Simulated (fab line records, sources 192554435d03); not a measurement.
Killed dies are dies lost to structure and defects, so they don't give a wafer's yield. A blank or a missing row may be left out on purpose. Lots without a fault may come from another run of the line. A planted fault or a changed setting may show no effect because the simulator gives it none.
Problem report in the 8D (eight disciplines) form, filled by code | flow n5_finfet | the parts of the form that need people (team, actions taken, sign-off) are left out

1. THE PROBLEM
oes_product_au at N5_BEOL_M0_SAQP_MANDREL_ETCH_20 reads a mean of 0.689 a.u. on 6 wafers of 2 lots; wafers without a fault read 0.778 a.u. with a standard deviation of 0.014. That is -6.4 standard deviations from the usual mean.
The step: etches a-Si in HBr/Cl2, stops on SiNx, target depth 60 nm, bt time 10 s, time 30 s.
First seen on wafer L762.3, day 8 12:52, on rie_si-02. The record holds 27 wafers of 9 lots with a number at this step. Rule for "out", or "out of limits": more than 4 standard deviations from the usual mean. The other wafers with a number count as sound.

2. WHAT IT IS AND WHAT IT IS NOT
question                    | is                     | is not
which readings at this step | oes_product_au         | drypump_motor_current_A
which lots                  | L762, L764             | L754, L756, L757, L765, L767, L771, L773
which wafers of those lots  | all that have a number | -
read on which tools         | rie_si-02              | rie_si-04, rie_si-06
when                        | from day 8 12:52       | up to then (9 sound wafers); but 12 sound wafers of L765, L767, L771, L773 came after

3. SUSPECTS, AND WHAT RULES EACH OUT
Counting: a tool at a process step up to the reading stays a suspect if it ran every lot that is out and no sound lot after the first of them.
- rie_si-02 at N5_BEOL_M0_SAQP_MANDREL_ETCH_20 (etches a-Si in HBr/Cl2, stops on SiNx, target depth 60 nm, bt time 10 s, time 30 s): ruled out as a lasting fault. Sound lots L773 ran on it after its first lot that is out, L762 (day 8 12:52).
Left after counting: nothing in the record.

4. THE CAUSE (what the simulator had put in)
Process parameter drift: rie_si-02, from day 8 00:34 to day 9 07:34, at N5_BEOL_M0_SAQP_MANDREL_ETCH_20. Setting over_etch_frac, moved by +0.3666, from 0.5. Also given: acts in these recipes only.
Counting ruled it out, wrongly.

5. THE CHAIN OF EFFECTS, in route order
Each row: a reading whose mean over the struck wafers that have a number lies more than 3 standard deviations from the usual. Only readings for which the record gives a usual standard deviation are gone through. hours: the time from each lot's start at the first step in this table that gives one to its start at this step, as a median over the lots. sigmas: the change in usual standard deviations.
hours | step                            | reading        | usual      | on struck wafers | change | sigmas
0     | N5_BEOL_M0_SAQP_MANDREL_ETCH_20 | oes_product_au | 0.778 a.u. | 0.689            | -0.090 | -6.4
The process steps in it:
- N5_BEOL_M0_SAQP_MANDREL_ETCH_20: etches a-Si in HBr/Cl2, stops on SiNx, target depth 60 nm, bt time 10 s, time 30 s.
Later measuring or inspecting steps at which every struck wafer that the step has a row for has a number for every such reading, and none has moved that far: N5_BEOL_M4_RC_MEAS_101.

6. WHAT WOULD HAVE CAUGHT IT SOONER
In this record the first reading out of limits was taken at day 8 12:52, 12 hours after the fault began at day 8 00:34.
